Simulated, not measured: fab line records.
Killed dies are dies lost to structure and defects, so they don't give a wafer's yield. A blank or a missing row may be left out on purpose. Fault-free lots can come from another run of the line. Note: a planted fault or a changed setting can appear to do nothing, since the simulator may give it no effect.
Which tool is to blame? ; flow nandHarc ; Sampling: 11 lots, 33 wafers, 4 of 1302 route steps

## WHAT THE GAUGES SHOWED, per wafer
The record holds no reading of a measuring or inspecting step that can be judged against a usual standard deviation.

## TOOL THAT RAN EACH LOT (tool first, then ch and the chambers of the sampled wafers, then the start)
lot;NHARC_A_SLIT_ETCH_26;NHARC_A_WL_FILL_STRIP_29;NHARC_A_WL_FILL_ETCHBACK_17;NHARC_A_WL_FILL_ETCHBACK_26
L493;harEtch-02 ch 0,1, day 20 01:43;rieDiel-12 ch 2,3, day 20 21:06;rieMetal-01 ch 0,1, day 20 21:11;rieSi-04 ch 0,1, day 21 03:00
L494;harEtch-02 ch 0,1, day 20 11:55;rieDiel-12 ch 0,2, day 21 07:25;rieMetal-02 ch 0,1, day 21 07:32;rieSi-04 ch 0,2,3, day 21 12:42
L505;harEtch-01 ch 0,1, day 24 22:52;rieDiel-12 ch 1,2,3, day 25 19:25;rieMetal-01 ch 0,1, day 25 19:32;rieSi-04 ch 0,1,3, day 26 00:45
L507;harEtch-01 ch 0,1, day 26 06:58;rieDiel-11 ch 0,2,3, day 27 02:47;rieMetal-03 ch 0,1, day 27 02:52;rieSi-01 ch 0,2,3, day 27 08:05
L508;harEtch-02 ch 0,1, day 26 15:03;rieDiel-12 ch 0,1,3, day 27 12:32;rieMetal-03 ch 0,1, day 27 12:40;rieSi-01 ch 0,1,3, day 27 17:59
L510;harEtch-01 ch 1, day 27 10:24;rieDiel-11 ch 0,3, day 28 07:08;rieMetal-02 ch 1, day 28 07:13;rieSi-01 ch 0,1,2, day 28 12:25
L512;harEtch-02 ch 0,1, day 27 13:46;rieDiel-12 ch 1,2,3, day 28 07:05;rieMetal-01 ch 0,1, day 28 07:11;rieSi-02 ch 0,1,3, day 28 12:24
L513;harEtch-01 ch 0,1, day 28 21:51;rieDiel-11 ch 1,2,3, day 29 17:40;rieMetal-03 ch 0,1, day 29 17:47;rieSi-02 ch 1,2,3, day 29 23:01
L514;harEtch-01 ch 0,1, day 29 08:01;rieDiel-10 ch 0,1,2, day 30 03:57;rieMetal-02 ch 0,1, day 30 04:04;rieSi-01 ch 0,1, day 30 09:12
L516;harEtch-01 ch 0,1, day 29 16:16;rieDiel-11 ch 2,3, day 30 14:45;rieMetal-01 ch 0,1, day 30 14:53;rieSi-04 ch 2,3, day 30 20:05
L515;harEtch-02 ch 0,1, day 29 18:48;rieDiel-12 ch 1,3, day 31 05:41;rieMetal-01 ch 0,1, day 31 05:49;rieSi-02 ch 2,3, day 31 11:01
- NHARC_A_SLIT_ETCH_26: etches the open film in C4F8/O2/Ar, time 90 s, target depth 400 nm.
- NHARC_A_WL_FILL_STRIP_29: strips in O2, time 20 s.
- NHARC_A_WL_FILL_ETCHBACK_17: etches the open film in Cl2/BCl3, target depth 4 nm, time 26.7 s.
- NHARC_A_WL_FILL_ETCHBACK_26: etches the open film in HBr, target depth 52 nm, time 13.3 s.

## AS READ BY THE TOOLS THEMSELVES (means over the sampled wafers that have a number; for cases with no such wafer, the mark the record gives instead)
NHARC_A_SLIT_ETCH_26.
lot;tool;drypumpMotorCurrentA (A);heBacksideLeakSccm (sccm);oesAirLineAu (a.u.);showerheadPlenumPTorr (Torr);throttleValvePct (%)
L493;harEtch-02;6.12;6.0;1.000;3.73;27.624
L494;harEtch-02;6.12;5.9;1.021;3.72;27.621
L505;harEtch-01;5.92;6.2;0.997;3.64;27.623
L507;harEtch-01;6.01;6.3;1.029;3.63;27.612
L508;harEtch-02;6.11;6.1;0.992;3.68;27.612
L510;harEtch-01;5.84;7.0;0.996;3.62;27.625
L512;harEtch-02;6.06;6.5;0.990;3.67;27.614
L513;harEtch-01;5.92;6.8;0.980;3.61;27.618
L514;harEtch-01;6.01;6.5;1.014;3.61;27.613
L516;harEtch-01;6.01;6.6;1.016;3.61;27.620
L515;harEtch-02;6.12;6.4;0.988;3.65;27.607

NHARC_A_WL_FILL_STRIP_29.
lot;tool;drypumpMotorCurrentA (A);oesProductAu (a.u.);rfVppV (V);showerheadPlenumPTorr (Torr);throttleValvePct (%)
L493;rieDiel-12;5.7;1.004;57.4;3.46;17.039
L494;rieDiel-12;6.1;1.008;57.5;3.41;17.044
L505;rieDiel-12;5.6;1.013;57.9;3.54;17.037
L507;rieDiel-11;6.0;1.008;58.1;3.75;17.050
L508;rieDiel-12;5.7;1.006;57.4;3.48;17.037
L510;rieDiel-11;6.1;1.001;58.1;3.75;17.033
L512;rieDiel-12;5.6;0.996;57.8;3.54;17.043
L513;rieDiel-11;5.8;1.009;58.0;3.67;17.035
L514;rieDiel-10;5.7;0.992;58.2;3.54;17.033
L516;rieDiel-11;5.6;1.003;58.0;3.74;17.036
L515;rieDiel-12;5.5;1.003;57.7;3.50;17.044

NHARC_A_WL_FILL_ETCHBACK_17.
lot;tool;drypumpMotorCurrentA (A);heBacksideLeakSccm (sccm);oesProductAu (a.u.)
L493;rieMetal-01;5.55;3.32;0.988
L494;rieMetal-02;5.59;3.39;1.008
L505;rieMetal-01;5.55;3.36;0.990
L507;rieMetal-03;5.41;3.34;1.000
L508;rieMetal-03;5.59;3.27;0.988
L510;rieMetal-02;5.54;3.35;1.002
L512;rieMetal-01;5.75;3.45;0.998
L513;rieMetal-03;5.60;3.29;1.002
L514;rieMetal-02;5.60;3.37;0.994
L516;rieMetal-01;5.55;3.36;0.988
L515;rieMetal-01;5.56;3.32;0.996

NHARC_A_WL_FILL_ETCHBACK_26.
lot;tool;drypumpMotorCurrentA (A);heBacksideLeakSccm (sccm);oesProductAu (a.u.);throttleValvePct (%)
L493;rieSi-04;5.2;2.63;0.999;23.260
L494;rieSi-04;5.5;2.87;1.010;23.268
L505;rieSi-04;5.5;2.85;0.921;23.265
L507;rieSi-01;5.6;2.53;1.013;23.269
L508;rieSi-01;6.0;2.51;1.002;23.268
L510;rieSi-01;5.8;2.65;1.005;23.262
L512;rieSi-02;5.9;2.67;1.004;23.259
L513;rieSi-02;6.1;2.86;1.001;23.261
L514;rieSi-01;6.3;2.83;0.993;23.266
L516;rieSi-04;5.7;2.73;1.011;23.274
L515;rieSi-02;6.0;2.88;0.992;23.265

## THE ANSWER, worked out from the rows above alone
Rule: usual is defined by the lots themselves. Put in order of their means at a reading, lots are off if they are a third of the lots or fewer, leave a main group of 4 or more, and stand apart from it by a gap of 3 or more times the standard deviation of the main group's means; of several such gaps the widest counts. Not used: any main group whose means are identical at the precision the tables above print for the reading. A lot without any number at a reading at which 4 lots or more have one is off too. All remaining lots with rows at the step are treated as sound. First the gauges in route order, then the tools' own readings, where a lot's mean is used as printed above. At the first step where some lot is off, the reading lying furthest off is the one used; lots without a number count as furthest.
Off at NHARC_A_WL_FILL_ETCHBACK_26 (oesProductAu): L505. For the main group the mean is 1.003 a.u. and the standard deviation 0.0068.
A tool fits if, at that step or a process step before it, it ran every lot that is off, and no sound lot after the first of them. No candidate that was tried fits.

## WHAT THE SIMULATOR HAD INSERTED
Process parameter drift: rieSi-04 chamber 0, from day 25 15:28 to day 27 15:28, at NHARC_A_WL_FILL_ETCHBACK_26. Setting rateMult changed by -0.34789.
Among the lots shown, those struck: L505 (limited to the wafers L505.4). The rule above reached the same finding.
